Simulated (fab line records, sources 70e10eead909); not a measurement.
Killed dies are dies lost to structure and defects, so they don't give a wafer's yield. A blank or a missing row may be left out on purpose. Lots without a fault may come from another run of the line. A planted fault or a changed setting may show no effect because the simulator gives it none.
A struck lot beside a sound one | flow nand_harc | 15 steps out of a route of 1159
Sound: wafers L123.1, L123.2, L123.5. Struck: wafers L130.4, L130.5. The cause comes at the end.
At each step with rows: each side's tool, then ch and its chambers, then its first start. Under that, the readings that differ: sound wafers | struck wafers | difference of the means | sigmas: that difference in standard deviations of wafers without a fault.
alike: readings whose means differ by less than 2 such deviations, and words and numbers that are the same on both sides. not compared: withheld readings, readings that some wafer has no value for, bounds like >300 that may hide the same value, and numbers for which the record gives no deviation and whose values overlap.
The two part at a step that has a row with sigmas, a row that says differs or no value, or rows on one side only. Numbers that don't overlap but have no deviation are shown without sigmas and don't part them. A reading that every wafer of one side lacks parts them only if that side has two wafers or more.

first, 6 steps without rows for these wafers: NHARC_A_CONTACT_COAT_36 (resist thk 90 nm); NHARC_A_CONTACT_SOFTBAKE_37 (time 55 s); NHARC_A_CONTACT_EBR_38; NHARC_A_CONTACT_EXPOSE_39 (exposes mask A CC 3); NHARC_A_CONTACT_PEB_40 (peb time 65 s); NHARC_A_CONTACT_DEVELOP_41 (develop time 35 s).
NHARC_A_CONTACT_CD_MEAS_42: target cd 200 nm.
  sound on cd_sem-01 ch 0, day 17 18:32; struck on cd_sem-03 ch 0, day 19 00:04
  alike: cd_nm
NHARC_A_CONTACT_OVL_MEAS_43:
  sound on overlay-02, day 17 18:38; struck on overlay-02, day 19 00:08
  alike: overlay_x_nm, overlay_y_nm
NHARC_A_CONTACT_INSPECT_44:
  sound on defect_inspect-01, day 17 18:40; struck on defect_inspect-01, day 19 00:11
  alike: raw_defect_count
NHARC_A_CONTACT_DESCUM_47: chemistry O2, time 3 s.
  sound on rie_diel-03 ch 0,3, day 17 18:44; struck on rie_diel-10 ch 2,3, day 19 00:17
  alike: drypump_motor_current_A, oes_product_au, rf_vpp_V, showerhead_plenum_p_Torr, throttle_valve_pct
  not compared: rf_hours_counter_h
NHARC_A_CONTACT_ETCH_48: etches the open film in CF4, target depth 39 nm, time 65 s.
  sound on rie_diel-03 ch 0,2,3, day 17 18:49; struck on rie_diel-10 ch 1,2, day 19 00:22
  alike: drypump_motor_current_A, oes_product_au, rf_vpp_V, showerhead_plenum_p_Torr, throttle_valve_pct
  not compared: rf_hours_counter_h
NHARC_A_CONTACT_ETCH_49: etches the open film in N2/H2, target depth 260 nm, time 475.3 s.
  sound on rie_diel-03 ch 0,1,2; struck on rie_diel-10 ch 2,3
  alike: drypump_motor_current_A, oes_product_au, rf_vpp_V, showerhead_plenum_p_Torr, throttle_valve_pct
  not compared: rf_hours_counter_h
NHARC_A_CONTACT_ETCH_50: etches the open film in CF4/CHF3, target depth 84.7 nm, time 42.4 s.
  sound on rie_diel-03 ch 0,2,3, day 17 19:16; struck on rie_diel-10 ch 2,3, day 19 00:53
  reading               | sound             | struck      | difference | sigmas
  oes_product_au (a.u.) | 0.982 0.991 0.953 | 0.842 0.831 | -0.139     | -5
  alike: drypump_motor_current_A, rf_vpp_V, showerhead_plenum_p_Torr, throttle_valve_pct
  not compared: rf_hours_counter_h
NHARC_A_CONTACT_ETCH_51: etches the open film in O2/COS, target depth 3600 nm, time 936 s.
  sound on rie_diel-03 ch 2,3; struck on rie_diel-10 ch 1,3
  alike: drypump_motor_current_A, oes_product_au, rf_vpp_V, showerhead_plenum_p_Torr, throttle_valve_pct
  not compared: rf_hours_counter_h
-- the record jumps here: 3 days lie between the struck wafers' starts before and after (it left off in module A_CONTACT and takes up again in module END, whose first step shown is number 1159 of the route) --
NHARC_END_SORT_01:
  the record has rows for the struck wafers here (prober-02 ch 0, day 22 05:14) and none for the sound ones

WHERE THEY PART
First at NHARC_A_CONTACT_ETCH_50; last, within this record, at NHARC_END_SORT_01.

WHY: what the simulator had put in
Process parameter drift: rie_diel-10, from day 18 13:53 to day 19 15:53, at NHARC_A_CONTACT_ETCH_50. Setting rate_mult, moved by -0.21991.
